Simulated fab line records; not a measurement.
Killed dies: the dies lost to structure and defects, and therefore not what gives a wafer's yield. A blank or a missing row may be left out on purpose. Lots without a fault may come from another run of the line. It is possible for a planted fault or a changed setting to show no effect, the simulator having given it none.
Which tool was responsible? :: flow n5Finfet :: 10 lots (30 wafers sampled), 1 step of a 1938-step route

== WHAT EACH GAUGE READ, for each wafer ==
N5_BEOL_M7_INSPECT_58: inspects for defects (darkfield). Usual: rawDefectCount 73, standard deviation 24.
lot: L622
measured: day 9 20:03
on: defectInspect-01
rawDefectCount: 93 61 51
flag: 

lot: L621
measured: day 9 21:22
on: defectInspect-02
rawDefectCount: 106 106 92
flag: 

lot: L630
measured: day 12 01:27
on: defectInspect-01
rawDefectCount: 51 84 76
flag: 

lot: L629
measured: day 12 03:34
on: defectInspect-01
rawDefectCount: 55 60 81
flag: 

lot: L631
measured: day 12 05:23
on: defectInspect-01
rawDefectCount: 146 67 60
flag: 

lot: L634
measured: day 13 03:55
on: defectInspect-01
rawDefectCount: 56 70 55
flag: 

lot: L638
measured: day 14 04:39
on: defectInspect-02
rawDefectCount: 49 40 40
flag: 

lot: L639
measured: day 14 09:08
on: defectInspect-01
rawDefectCount: 66 82 38
flag: 

lot: L641
measured: day 14 14:53
on: defectInspect-02
rawDefectCount: 64 93 61
flag: 

lot: L640
measured: day 14 19:35
on: defectInspect-02
rawDefectCount: 94 83 63
flag: 

== EACH LOT AND THE TOOL THAT RAN IT (in order: tool; ch and the chambers of the sampled wafers; start) ==
Before these readings, the record contains no process step.

== WHAT THE TOOLS THEMSELVES READ (means of the sampled wafers that have a number; where no wafer has one, the mark that the record gives instead) ==
The record holds no such reading with a usual standard deviation.

== THE ANSWER, worked out from the rows above alone ==
Rule: a lot is off if the mean of its wafers that have a number lies more than 3 standard deviations from the usual mean. Also off: a lot with no number at a reading for which 4 or more lots have one. All remaining lots with rows at the step are treated as sound. First the gauges in route order, then the tools' own readings, where a lot's mean is used as printed above. The first step at which some lot is off is used, and at that step the reading that is off furthest; a lot without a number counts as furthest.
Across all readings shown, no lot is off: no conclusion can be drawn from this.

== WHAT WAS PUT IN BY THE SIMULATOR ==
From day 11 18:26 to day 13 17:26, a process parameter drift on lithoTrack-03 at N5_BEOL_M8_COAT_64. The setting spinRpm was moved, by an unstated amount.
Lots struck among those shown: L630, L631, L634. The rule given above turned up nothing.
